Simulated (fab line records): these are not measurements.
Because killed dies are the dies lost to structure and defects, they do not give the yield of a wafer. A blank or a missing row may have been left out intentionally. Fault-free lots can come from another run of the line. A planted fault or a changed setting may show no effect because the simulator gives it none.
Which tool did it?	flow n5-finfet	9 lots, 27 wafers sampled, at 8 steps of a route of 1938

WHAT THE GAUGES READ, wafer by wafer
N5_ZERO_LAYER_INSPECT_20: inspects for defects (darkfield).
lot	measured	on	raw-defect-count
L674	day 1 19:15	defect-inspect-01	30 22 26
L678	day 2 19:23	defect-inspect-02	28 37 23
L680	day 3 07:55	defect-inspect-02	21 28 36
L684	day 4 07:41	defect-inspect-02	11 19 15
L685	day 4 13:16	defect-inspect-01	39 27 27
L686	day 4 19:23	defect-inspect-01	24 20 32
L694	day 6 19:46	defect-inspect-02	363 391 380
L695	day 7 01:15	defect-inspect-02	373 383 397
L696	day 7 07:18	defect-inspect-01	14 35 69

N5_WELL_APT_CD_MEAS_08 targets a cd of 200 nm.
lot	measured	on	cd-nm (nm)
L674	day 1 19:41	cd-sem-02	199.4 201.0 201.3
L678	day 2 19:49	cd-sem-01	201.3 200.4 198.5
L680	day 3 08:20	cd-sem-03	200.3 199.5 201.1
L684	day 4 08:00	cd-sem-02	199.8 199.5 198.8
L685	day 4 13:42	cd-sem-02	199.4 198.1 197.4
L686	day 4 19:41	cd-sem-03	197.6 200.7 199.3
L694	day 6 20:12	cd-sem-03	202.3 198.1 201.2
L695	day 7 01:34	cd-sem-02	198.9 199.9 199.3
L696	day 7 07:36	cd-sem-02	198.7 195.4 197.0

N5_WELL_APT_INSPECT_10: inspects for defects (macro).
lot	measured	on	raw-defect-count
L674	day 1 19:44	defect-inspect-02	2 1 2
L678	day 2 19:52	defect-inspect-01	1 2 2
L680	day 3 08:23	defect-inspect-01	2 3 3
L684	day 4 08:03	defect-inspect-02	6 1 2
L685	day 4 13:45	defect-inspect-01	0 4 2
L686	day 4 19:44	defect-inspect-01	3 3 2
L694	day 6 20:15	defect-inspect-02	>300 >300 >300
L695	day 7 01:37	defect-inspect-02	>300 >300 >300
L696	day 7 07:40	defect-inspect-02	3 1 2

N5_WELL_APT_INSPECT_38: inspects for defects (darkfield).
lot	measured	on	raw-defect-count
L674	day 1 22:52	defect-inspect-01	13 12 20
L678	day 2 22:49	defect-inspect-01	12 13 11
L680	day 3 11:37	defect-inspect-02	14 11 6
L684	day 4 10:59	defect-inspect-02	9 7 19
L685	day 4 17:23	defect-inspect-02	12 19 25
L686	day 4 22:49	defect-inspect-01	14 13 21
L694	day 6 23:44	defect-inspect-02	339 389 386
L695	day 7 04:28	defect-inspect-02	360 366 370
L696	day 7 10:53	defect-inspect-02	18 27 24

N5_PMOS_HMC_CHANNEL_EPI_OVL_MEAS_10.
lot	measured	on	PMOS_HMC_BLK_OVL (nm)
L674	day 1 23:20	overlay-02	-0.4 -0.5 -1.3
L678	day 2 23:10	overlay-01	0.3 0.3 1.8
L680	day 3 11:57	overlay-01	-1.3 -1.3 -0.6
L684	day 4 11:20	overlay-02	-0.1 0.5 -0.7
L685	day 4 17:44	overlay-02	-1.1 0.3 -0.2
L686	day 4 23:17	overlay-02	-0.3 1.4 0.7
L694	day 7 00:13	overlay-01	0.7 0.5 0.5
L695	day 7 04:56	overlay-02	0.6 0.8 1.6
L696	day 7 11:21	overlay-02	-1.2 -0.4 -0.2

N5_FIN_SAQP_OVL_MEAS_17.
lot	measured	on	FIN_CORE_OVL (nm)
L674	day 2 04:04	overlay-02	-0.9 0.4 1.2
L678	day 3 03:23	overlay-01	-0.1 -0.5 -1.2
L680	day 3 16:20	overlay-01	-0.4 0.1 1.0
L684	day 4 16:43	overlay-02	0.2 -0.1 -0.5
L685	day 4 23:03	overlay-01	0.4 -1.5 -0.5
L686	day 5 03:27	overlay-01	-0.1 0.6 1.7
L694	day 7 04:59	overlay-02	-0.7 -0.7 -0.6
L695	day 7 11:23	overlay-02	-0.4 -0.2 -0.2
L696	day 7 16:04	overlay-01	-0.2 0.2 0.5

N5_BEOL_M4_RC_MEAS_101.
lot	measured	on	DIBL_N (mV/V)	DIBL_P (mV/V)	IOFF_N (nA/um)	IOFF_P (nA/um)	ION_N (uA/um)	ION_P (uA/um)	SS_N (mV/dec)	SS_P (mV/dec)	VT_N (mV)	VT_P (mV)
L674	day 8 07:29	prober-01	35.8 33.8 35.6	35.9 32.6 34.7	0.15 0.11 0.15	0.24 0.19 0.22	678 659 672	477 464 470	71.1 70.3 71.3	73.3 72.6 72.8	249 253 248	-246 -251 -247
L678	day 9 08:32	prober-01	37.3 36.5 34.3	36.4 34.5 33.2	0.17 0.17 0.13	0.23 0.20 0.18	673 678 668	467 459 457	71.5 71.8 70.1	73.2 72.7 72.1	250 247 249	-247 -249 -250
L680	day 9 21:27	prober-02	34.3 33.2 35.8	33.8 33.0 37.2	0.13 0.12 0.16	0.17 0.15 0.22	659 648 670	452 440 458	71.4 70.8 71.2	72.2 72.7 73.9	255 257 249	-256 -258 -252
L684	day 10 22:03	prober-01	35.3 36.7 36.0	35.8 37.5 36.4	0.15 0.18 0.15	0.24 0.27 0.24	675 681 677	474 474 471	71.6 72.1 71.7	72.6 73.8 73.5	250 247 250	-246 -243 -247
L685	day 11 06:59	prober-02	33.7 35.4 36.2	33.0 35.0 35.8	0.12 0.15 0.18	0.19 0.23 0.23	657 681 686	461 468 474	70.5 71.2 71.4	72.0 72.8 73.0	252 250 247	-246 -245 -244
L686	day 11 13:42	prober-02	37.5 39.5 37.5	39.2 41.9 39.3	0.22 0.26 0.20	0.26 0.31 0.25	680 693 690	463 475 472	71.8 73.1 71.6	74.1 74.5 74.0	243 243 245	-250 -246 -250
L694	day 13 06:59	prober-02	33.0 38.4 35.4	30.8 38.8 34.2	0.11 0.20 0.13	0.15 0.27 0.19	649 676 670	449 463 463	71.1 71.9 71.2	72.6 74.0 72.6	257 248 251	-254 -244 -249
L695	day 14 11:01	prober-02	33.9 35.4 34.7	34.4 37.0 36.1	0.12 0.14 0.13	0.17 0.20 0.19	661 679 669	464 466 466	70.6 70.3 70.5	71.7 72.9 72.2	254 253 254	-253 -249 -252
L696	day 15 03:51	prober-02	38.7 36.5 34.7	39.5 37.2 35.7	0.20 0.16 0.13	0.25 0.22 0.20	694 679 661	469 470 465	72.4 72.2 71.4	73.6 73.4 72.2	244 250 252	-246 -247 -252

WHICH TOOL RAN EACH LOT (tool, then ch and the chambers of the sampled wafers, then the start)
lot	N5_ZERO_LAYER_ETCH_17
L674	rie-diel-04 ch 1,2, day 1 18:43
L678	rie-diel-05 ch 1,2,3, day 2 18:50
L680	rie-diel-04 ch 0,1,3, day 3 07:11
L684	rie-diel-04 ch 2,3, day 4 07:09
L685	rie-diel-05 ch 2,3, day 4 12:43
L686	rie-diel-04 ch 1,2, day 4 18:50
L694	rie-diel-05 ch 0,1,2, day 6 19:13
L695	rie-diel-05 ch 1,2, day 7 00:43
L696	rie-diel-03 ch 0,1,2, day 7 06:46
- N5_ZERO_LAYER_ETCH_17: etches SiO2 in CF4, target depth 12 nm, time 13.3 s.

AS READ BY THE TOOLS THEMSELVES (means over the sampled wafers that have a number; for cases with no such wafer, the mark the record gives instead)
N5_ZERO_LAYER_ETCH_17.
lot	tool	drypump-motor-current-A (A)	oes-product-au (a.u.)	rf-vpp-V (V)	showerhead-plenum-p-Torr (Torr)	throttle-valve-pct (%)
L674	rie-diel-04	5.8	0.79	949	2.13	15.77
L678	rie-diel-05	5.6	0.76	949	2.14	15.60
L680	rie-diel-04	5.6	0.76	949	2.14	15.79
L684	rie-diel-04	5.5	0.70	945	2.09	15.76
L685	rie-diel-05	5.5	0.76	948	2.14	15.55
L686	rie-diel-04	6.2	0.74	944	2.08	15.71
L694	rie-diel-05	5.5	0.72	950	2.16	15.69
L695	rie-diel-05	5.4	0.71	948	2.13	15.61
L696	rie-diel-03	5.2	0.77	949	2.15	15.65

THE ANSWER, worked out from the rows above alone
Rule: the usual values come from the lots themselves. Put in order of their means at a reading, lots are off if they are a third of the lots or fewer, leave a main group of 4 or more, and stand apart from it by a gap of 3 or more times the standard deviation of the main group's means; of several such gaps the widest counts. If all means in a main group match to the digits the tables above print for the reading, that group is not used. Also off: a lot with no number at a reading for which 4 or more lots have one. Where the step has rows for the other lots, those lots are counted as sound. First the gauges in route order, then the tools' own readings, where a lot's mean is used as printed above. The first step at which some lot is off is used, and at that step the reading that is off furthest; a lot without a number counts as furthest.
Off: L694, L695, at N5_ZERO_LAYER_INSPECT_20 (raw-defect-count). The main group has a mean of 28 with a standard deviation of 6.8.
If a tool, at a process step before that reading, ran all the lots that are off and no sound lot after the first of them, it fits. The gauges at N5_ZERO_LAYER_INSPECT_20 are tried like those tools. 2 tools fit, rie-diel-05 at N5_ZERO_LAYER_ETCH_17 and defect-inspect-02 at N5_ZERO_LAYER_INSPECT_20, so this cannot tell which one it is.

WHAT THE SIMULATOR HAD PUT IN
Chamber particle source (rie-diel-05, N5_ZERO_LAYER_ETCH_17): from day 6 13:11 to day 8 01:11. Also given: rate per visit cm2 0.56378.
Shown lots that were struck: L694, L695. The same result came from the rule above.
